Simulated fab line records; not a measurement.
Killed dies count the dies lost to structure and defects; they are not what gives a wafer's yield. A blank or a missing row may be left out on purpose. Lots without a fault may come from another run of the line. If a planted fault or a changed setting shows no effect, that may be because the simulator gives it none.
Chamber matching ; flow nandHarc ; 4 sister chambers for NHARC_A_STAIRCASE_ETCHBACK_422 on rieDiel-07
The step etches the open film in CH3F/O2, target depth 40 nm, time 74.286 s. 4 wafers are shown with their chamber, then 9 later ones without.

## WAFERS PAIRED WITH THEIR CHAMBERS
wafer;chamber;showerheadPlenumPTorr (Torr)
L084.5;2;2.33
L089.1;3;2.50
L089.4;0;2.64
L089.5;1;2.30

## WAFERS MISSING THEIR CHAMBER
wafer;showerheadPlenumPTorr (Torr)
L090.1;2.32
L090.3;2.29
L090.5;2.30
L094.2;2.50
L094.3;2.32
L094.4;2.29
L097.1;2.63
L097.3;2.32
L097.5;2.63

## EACH ONE'S CHAMBER
wafer;from the rows above;in truth
L090.1;can't be placed: 2 or 1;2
L090.3;1;1
L090.5;1;1
L094.2;3;3
L094.3;can't be placed: 2 or 1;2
L094.4;1;1
L097.1;0;0
L097.3;can't be placed: 2 or 1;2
L097.5;0;0
Correctly placed: 6 of 9. These rows do not allow placing 3 (true chamber among the candidates in 3). 0 placed wrongly.
How it was worked out, from the rows above alone: a wafer's distance from a chamber is the root of the sum, over the readings, of the square of ((its reading less the chamber's mean) divided by the reading's scatter). The wafer belongs to the nearest chamber; if the next one is less than 2 further off, it can't be placed. Each chamber's mean is taken over the wafers shown for it. The scatter: root of mean squared gap, hidden wafer to nearest shown wafer, with one shown wafer a chamber.
